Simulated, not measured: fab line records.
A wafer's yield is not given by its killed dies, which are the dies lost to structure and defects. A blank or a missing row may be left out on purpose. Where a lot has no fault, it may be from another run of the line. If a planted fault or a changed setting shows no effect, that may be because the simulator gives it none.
Lot-split experiment | flow n5Finfet | 36 wafers read across 7 lots, on a route 1938 steps long

== THE SPLIT ==
At N5_BEOL_M10_TRENCH_ETCH_37 (etches SiCOH lowk in C4F6/O2, target depth 148.83 nm, time 48 s), the setting targetDepthA was moved away from the recipe's 1488.3 angstrom on 14 of the 36 wafers read, by -59.5% to +46.1%. All remaining wafers had this setting at the recipe value.

== FROM THE SPLIT TO THE READING: what the file shows between them, 8 steps ==
- N5_BEOL_M10_ETCH_41: etches SiCN in CH3F/O2, target depth 42.6 nm, time 86 s
- N5_BEOL_M10_STRIP_77: strips in N2/H2, time 10 s
- N5_BEOL_M10_OCD_MEAS_38
- N5_BEOL_M10_HM_STRIP_39: strips TiN in peroxide tin strip, target depth 25 nm, time 158 s
- N5_BEOL_M10_SRD_40: time 30 s
- N5_BEOL_M10_ECD_50: material Cu, target thk 318 nm
- N5_BEOL_M10_ANNEAL_51: time 90 s
- N5_BEOL_M10_CMP_52: polishes, stops on SiCOH lowk, t overpolish 7 s, target thk 140 nm

== THE READING ==
M10_THK, in nm, at N5_BEOL_M10_THK_MEAS_53 (measures by xrf). A value of 140 nm with a standard deviation of 3.9 nm is what fault-free wafers of this fab line usually give.

wafer  | tool, chamber at the split | targetDepthA as run, angstrom | against the recipe | M10_THK, nm | against lot-mates on the recipe
L074.1 | rieDiel-04, 1              | 603                           | -59.5%             | 51          | -89
L074.2 | rieDiel-04, 0              | 1488.3                        | recipe             | 137         | -
L074.3 | rieDiel-04, 2              | 603                           | -59.5%             | 53          | -87
L074.4 | rieDiel-04, 3              | 1488.3                        | recipe             | 145         | -
L074.5 | rieDiel-04, 1              | 603                           | -59.5%             | 52          | -88
L074.6 | rieDiel-04, 0              | 1488.3                        | recipe             | 137         | -
L079.1 | rieDiel-02, 2              | 1488.3                        | recipe             | 142         | -
L079.2 | rieDiel-02, 1              | 1488.3                        | recipe             | 135         | -
L079.4 | rieDiel-02, 3              | 1488.3                        | recipe             | 138         | -
L082.2 | rieDiel-04, 1              | 1048                          | -29.6%             | 97          | -47
L082.3 | rieDiel-04, 2              | 1488.3                        | recipe             | 144         | -
L082.6 | rieDiel-04, 2              | 1048                          | -29.6%             | 97          | -47
L085.1 | rieDiel-04, 1              | 2174                          | +46.1%             | 214         | +72
L085.2 | rieDiel-04, 3              | 1488.3                        | recipe             | 147         | -
L085.3 | rieDiel-04, 0              | 1488.3                        | recipe             | 137         | -
L085.4 | rieDiel-04, 2              | 2174                          | +46.1%             | 212         | +70
L085.5 | rieDiel-04, 1              | 2174                          | +46.1%             | 211         | +69
L085.6 | rieDiel-04, 2              | 1488.3                        | recipe             | 142         | -
L087.1 | rieDiel-02, 0              | 1488.3                        | recipe             | 135         | -
L087.2 | rieDiel-02, 2              | 608                           | -59.1%             | 53          | -85
L087.3 | rieDiel-02, 3              | 1488.3                        | recipe             | 141         | -
L087.4 | rieDiel-02, 1              | 1488.3                        | recipe             | 138         | -
L087.5 | rieDiel-02, 0              | 608                           | -59.1%             | 51          | -87
L087.6 | rieDiel-02, 3              | 608                           | -59.1%             | 54          | -84
L097.1 | rieDiel-02, 1              | 1488.3                        | recipe             | 139         | -
L097.2 | rieDiel-02, 3              | 1488.3                        | recipe             | 140         | -
L097.3 | rieDiel-02, 2              | 1488.3                        | recipe             | 142         | -
L097.4 | rieDiel-02, 1              | 1488.3                        | recipe             | 140         | -
L097.5 | rieDiel-02, 2              | 1488.3                        | recipe             | 143         | -
L097.6 | rieDiel-02, 3              | 1488.3                        | recipe             | 141         | -
L096.1 | rieDiel-06, 1              | 1488.3                        | recipe             | 137         | -
L096.2 | rieDiel-06, 0              | 1488.3                        | recipe             | 139         | -
L096.3 | rieDiel-06, 3              | 1191                          | -20.0%             | 111         | -28
L096.4 | rieDiel-06, 2              | 1191                          | -20.0%             | 115         | -24
L096.5 | rieDiel-06, 1              | 1488.3                        | recipe             | 141         | -
L096.6 | rieDiel-06, 2              | 1191                          | -20.0%             | 116         | -23

THE FIT
A straight line over all 36 wafers: M10_THK changes by +1.5 nm for each +1% of targetDepthA; r = +1.00; the points scatter about the line by 3 nm.
The same after taking each lot's own level away (the mean of its wafers on the recipe; 36 wafers): +1.48 nm for each +1%; r = +1.00; scatter 2.9 nm.
The reading moves by 88 nm for the largest change in targetDepthA, on that fit.
From 138.0 to 144.0 nm: that is the span of the lots' own levels, equal to 1.5 times the standard deviation above.
Consequently the slope shifts little with the lot-to-lot level, the two slopes agreeing.
Check: -87.2 nm against its lot-mates is what the line predicts for one of the wafers moved furthest among these (-59.5%) when that wafer is left out of the fit. Against them it came out at -88.7 nm.

== THESE WAFERS: OTHER SPLITS ==
Before the reading, these wafers also passed through other splits. Each is held against what the fit with the lots' levels taken away leaves over:
other split on the same wafers | wafers away from the commonest value | r with M10_THK (lot level and that fit taken away)
N5_BEOL_M3_ALD_98 aldCycles    | 14                                   | -0.07
N5_BEOL_M6_ALD_77 aldCycles    | 12                                   | -0.18

== THE WHOLE CHAIN: every reading that the file lists as answering this split, in the file's order ==
step                       | what it does                                                       | reading                                                                          | change (the file's fit)                                                              | r (the file's)
N5_BEOL_M10_TRENCH_ETCH_37 | etches SiCOH lowk in C4F6/O2, target depth 148.83 nm, time 48 s    | etch.depthNm (the simulator's own value, which no gauge read)                    | +1.46 nm for each +1% of the setting                                                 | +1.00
N5_BEOL_M10_TRENCH_ETCH_37 | etches SiCOH lowk in C4F6/O2, target depth 148.83 nm, time 48 s    | BEOL_M10.featureDepthNm (the simulator's own value, which no gauge read)         | +1.46 nm for each +1% of the setting                                                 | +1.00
N5_BEOL_M10_TRENCH_ETCH_37 | etches SiCOH lowk in C4F6/O2, target depth 148.83 nm, time 48 s    | TiN_of_BEOL_M10_HM_DEP_02.thkNm (the simulator's own value, which no gauge read) | -0.0415 nm for each +1% of the setting                                               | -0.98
N5_BEOL_M10_OCD_MEAS_38    |                                                                    | trenchDepthNm                                                                    | +1.46 nm for each +1% of the setting                                                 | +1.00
N5_BEOL_M10_CMP_52         | polishes, stops on SiCOH lowk, t overpolish 7 s, target thk 140 nm | Cu_of_BEOL_M10_ECD_50.thkNm (the simulator's own value, which no gauge read)     | +1.46 nm for each +1% of the setting                                                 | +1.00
N5_BEOL_M10_THK_MEAS_53    | measures by xrf                                                    | M10_THK                                                                          | +1.46 for each +1% of the setting                                                    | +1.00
N5_BEOL_M10_RS_MEAS_57     | measures by four-point-probe                                       | M10_RS                                                                           | not straight: 0.480 at the lowest setting, 0.153 at the recipe, 0.098 at the highest | not given

== FILE'S OWN FIT ==
M10_THK changes by +1.46 nm for each +1% of targetDepthA, r = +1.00.
